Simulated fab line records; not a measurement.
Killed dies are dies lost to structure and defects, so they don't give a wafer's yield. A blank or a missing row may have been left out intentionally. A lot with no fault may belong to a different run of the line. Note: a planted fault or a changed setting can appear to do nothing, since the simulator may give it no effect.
Which tool was responsible?    flow n5Finfet    Sampling: 9 lots, 26 wafers, 6 of 1938 route steps

## WHAT THE GAUGES READ, wafer by wafer
N5_FIN_SAQP_OCD_MEAS_76.
lot   measured     on      trenchDepthNm (nm)
L290  day 2 08:05  ocd-01  123.1 118.5
L291  day 2 14:43  ocd-01  121.0 116.4 118.0
L293  day 3 03:13  ocd-01  117.6 121.5 120.5
L299  day 4 16:45  ocd-01  130.8 127.8 130.8
L300  day 4 20:55  ocd-01  130.6 131.3 131.5
L301  day 5 05:59  ocd-02  127.2 125.0 130.7
L306  day 6 08:37  ocd-01  117.9 120.5 120.7
L308  day 6 21:41  ocd-02  122.5 118.0 118.3
L312  day 7 21:00  ocd-01  122.3 119.5 122.8

N5_FIN_SAQP_INSPECT_40: inspects for defects (brightfield).
lot   measured     on                rawDefectCount
L290  day 2 08:07  defectInspect-02  197 153
L291  day 2 14:44  defectInspect-02  165 217 231
L293  day 3 03:14  defectInspect-02  262 228 203
L299  day 4 16:47  defectInspect-01  190 166 189
L300  day 4 20:57  defectInspect-01  228 214 183
L301  day 5 06:01  defectInspect-01  146 197 230
L306  day 6 08:38  defectInspect-02  245 201 200
L308  day 6 21:43  defectInspect-01  360 220 213
L312  day 7 21:02  defectInspect-01  178 244 186

N5_BEOL_M4_RC_MEAS_101.
lot   measured      on         DIBL_N (mV/V)   DIBL_P (mV/V)   IOFF_N (nA/um)     IOFF_P (nA/um)  ION_N (uA/um)  ION_P (uA/um)  SS_N (mV/dec)   SS_P (mV/dec)   VT_N (mV)    VT_P (mV)
L290  day 8 01:37   prober-01  37.5 36.0       36.4 34.5       0.174 0.149        0.24 0.21       666 667        460 460        71.8 71.1       74.0 72.7       251 251      -248 -250
L291  day 8 07:10   prober-01  34.1 36.9 33.7  34.5 37.5 33.5  0.128 0.173 0.118  0.17 0.22 0.15  666 693 665    456 473 452    72.0 71.0 71.2  72.5 73.4 72.2  252 248 255  -252 -248 -255
L293  day 8 23:21   prober-02  33.7 32.2 35.7  35.3 33.5 37.8  0.146 0.118 0.175  0.19 0.17 0.23  678 675 678    463 466 463    71.2 70.8 70.7  73.1 72.7 73.7  250 253 247  -252 -250 -249
L299  day 10 18:43  prober-02  36.0 36.1 37.4  36.3 37.0 38.4  0.159 0.159 0.173  0.22 0.25 0.26  677 676 670    462 470 457    72.4 72.8 72.0  72.6 73.7 73.4  249 249 249  -247 -243 -247
L300  day 10 20:14  prober-01  38.6 38.0 36.7  40.3 39.5 38.1  0.223 0.201 0.164  0.31 0.30 0.25  695 693 668    481 486 473    72.7 71.7 72.0  74.5 74.5 73.6  245 246 252  -243 -243 -246
L301  day 10 22:04  prober-02  35.0 35.6 36.2  33.7 34.8 35.2  0.133 0.148 0.158  0.18 0.20 0.20  679 676 692    469 471 473    70.4 70.7 72.0  73.2 72.8 73.3  251 251 248  -253 -251 -250
L306  day 12 04:14  prober-01  37.1 35.7 34.8  38.1 36.5 35.1  0.203 0.154 0.144  0.22 0.20 0.18  685 661 670    463 463 455    71.5 71.4 70.7  73.6 73.8 72.9  245 248 250  -248 -248 -253
L308  day 13 09:56  prober-01  34.8 36.2 36.8  34.0 35.5 35.9  0.146 0.154 0.174  0.17 0.20 0.21  687 681 699    463 469 468    70.9 71.5 71.2  72.3 73.7 73.0  247 248 247  -252 -250 -250
L312  day 13 14:01  prober-01  37.1 37.2 38.8  39.3 38.6 40.2  0.192 0.181 0.234  0.30 0.27 0.31  682 677 687    472 469 468    70.9 72.6 72.1  74.7 73.8 74.1  245 247 244  -242 -246 -242

## TOOL THAT RAN EACH LOT (tool first, then ch and the chambers of the sampled wafers, then the start)
lot   N5_FIN_SAQP_SPACER2_ETCHBACK_29   N5_FIN_SAQP_HM_CD_35   N5_FIN_SAQP_FIN_ETCH_36
L290  rieDiel-03 ch 1,3, day 2 07:20    cdSem-03, day 2 07:48  rieSi-04 ch 0,2, day 2 07:52
L291  rieDiel-06 ch 1,3, day 2 13:57    cdSem-03, day 2 14:25  rieSi-04 ch 0,1,2, day 2 14:29
L293  rieDiel-04 ch 0,3, day 3 02:17    cdSem-03, day 3 02:56  rieSi-03 ch 1,2,3, day 3 02:59
L299  rieDiel-03 ch 1,3, day 4 15:59    cdSem-01, day 4 16:28  rieSi-04 ch 2,3, day 4 16:31
L300  rieDiel-04 ch 0,1,2, day 4 20:10  cdSem-02, day 4 20:38  rieSi-04 ch 0,3, day 4 20:42
L301  rieDiel-06 ch 0,1,2, day 5 05:14  cdSem-03, day 5 05:42  rieSi-04 ch 1,2,3, day 5 05:46
L306  rieDiel-04 ch 0,3, day 6 07:52    cdSem-02, day 6 08:20  rieSi-03 ch 1,2, day 6 08:23
L308  rieDiel-06 ch 0,1, day 6 20:50    cdSem-02, day 6 21:24  rieSi-03 ch 0,2,3, day 6 21:28
L312  rieDiel-03 ch 0,1,2, day 7 20:15  cdSem-01, day 7 20:43  rieSi-03 ch 0,2, day 7 20:47
- N5_FIN_SAQP_SPACER2_ETCHBACK_29: etches SiO2 in CHF3/O2, target depth 12.2 nm, time 6.1 s.
- N5_FIN_SAQP_HM_CD_35: target cd 8 nm.
- N5_FIN_SAQP_FIN_ETCH_36: etches the open film in HBr/Cl2/O2, target depth 120 nm, time 50.4 s.

## WHAT THE TOOLS THEMSELVES READ (means of the sampled wafers that have a number; where no wafer has one, the mark that the record gives instead)
N5_FIN_SAQP_SPACER2_ETCHBACK_29.
lot   tool        drypumpMotorCurrentA (A)  oesProductAu (a.u.)  rfVppV (V)  showerheadPlenumPTorr (Torr)  throttleValvePct (%)
L290  rieDiel-03  6.5                       0.71                 519         2.31                          19.10
L291  rieDiel-06  5.5                       0.83                 527         2.36                          18.93
L293  rieDiel-04  5.6                       0.84                 519         2.35                          18.89
L299  rieDiel-03  6.6                       0.69                 514         2.30                          19.15
L300  rieDiel-04  5.8                       0.80                 514         2.36                          18.83
L301  rieDiel-06  5.2                       0.82                 524         2.34                          18.95
L306  rieDiel-04  5.5                       0.81                 518         2.34                          18.95
L308  rieDiel-06  5.1                       0.85                 530         2.36                          18.91
L312  rieDiel-03  5.5                       0.82                 519         2.37                          18.87

N5_FIN_SAQP_HM_CD_35.
lot   tool      cdNm (nm)
L290  cdSem-03  8.06
L291  cdSem-03  7.99
L293  cdSem-03  8.03
L299  cdSem-01  8.13
L300  cdSem-02  8.02
L301  cdSem-03  8.14
L306  cdSem-02  8.18
L308  cdSem-02  8.32
L312  cdSem-01  8.16

N5_FIN_SAQP_FIN_ETCH_36.
lot   tool      drypumpMotorCurrentA (A)  oes_o_777_au (a.u.)  oesProductAu (a.u.)  rfFwdPowerW (W)  throttleValvePct (%)
L290  rieSi-04  6.26                      0.99                 1.012                800.8            36.4
L291  rieSi-04  6.14                      0.96                 0.986                794.5            36.3
L293  rieSi-03  5.74                      1.02                 0.994                795.4            35.8
L299  rieSi-04  5.97                      1.46                 1.069                942.2            36.1
L300  rieSi-04  6.18                      1.48                 1.077                943.3            36.0
L301  rieSi-04  5.97                      1.40                 1.038                941.1            36.1
L306  rieSi-03  5.62                      1.07                 0.998                799.4            35.8
L308  rieSi-03  5.87                      1.04                 1.003                794.6            35.8
L312  rieSi-03  5.87                      1.10                 1.030                793.0            35.9

## THE ANSWER, worked out from the rows above alone
Rule: what is usual is taken from the lots themselves. The widest of any qualifying gaps counts: lots, ordered by their means at a reading, are off when they make up no more than a third of the lots, leave a main group of 4 or more, and stand apart from it by 3 or more times the standard deviation of that group's means. A main group is skipped when, at the precision printed for the reading in the tables above, its means are all equal. A lot without any number at a reading at which 4 lots or more have one is off too. Where the step has rows for the other lots, those lots are counted as sound. First the gauges in route order, then the tools' own readings, where a lot's mean is used as printed above. At the first step where some lot is off, the reading lying furthest off is the one used; lots without a number count as furthest.
Off: L299, L300, L301 (N5_FIN_SAQP_OCD_MEAS_76, trenchDepthNm). The main group: mean 120.0 nm, standard deviation 0.97.
If a tool, at a process step before that reading, ran all the lots that are off and no sound lot after the first of them, it fits. The gauges at N5_FIN_SAQP_OCD_MEAS_76 aren't tried: what is off there is off at N5_FIN_SAQP_FIN_ETCH_36 too, on other tools, and a gauge's error can't cause that. One candidate fits, namely rieSi-04 at N5_FIN_SAQP_FIN_ETCH_36. A fault onset in the window from L291 (day 2 14:29, its last sound lot) to L299 (day 4 16:31, its first lot off) fits.
The tool's own readings at N5_FIN_SAQP_FIN_ETCH_36 bear it out: on the lots that are off they differ by more than 5 times the standard deviation of the sound lots' means. oes_o_777_au reads 1.45 a.u. there against 1.03 a.u. on the sound lots; rfFwdPowerW reads 942.2 W there against 796.3 W on the sound lots.

## WHAT HAD BEEN PUT IN BY THE SIMULATOR
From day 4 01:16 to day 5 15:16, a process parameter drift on rieSi-04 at N5_FIN_SAQP_FIN_ETCH_36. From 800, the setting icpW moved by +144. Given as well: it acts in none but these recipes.
Lots struck among those shown: L299, L300, L301. The rule given above showed the same thing.
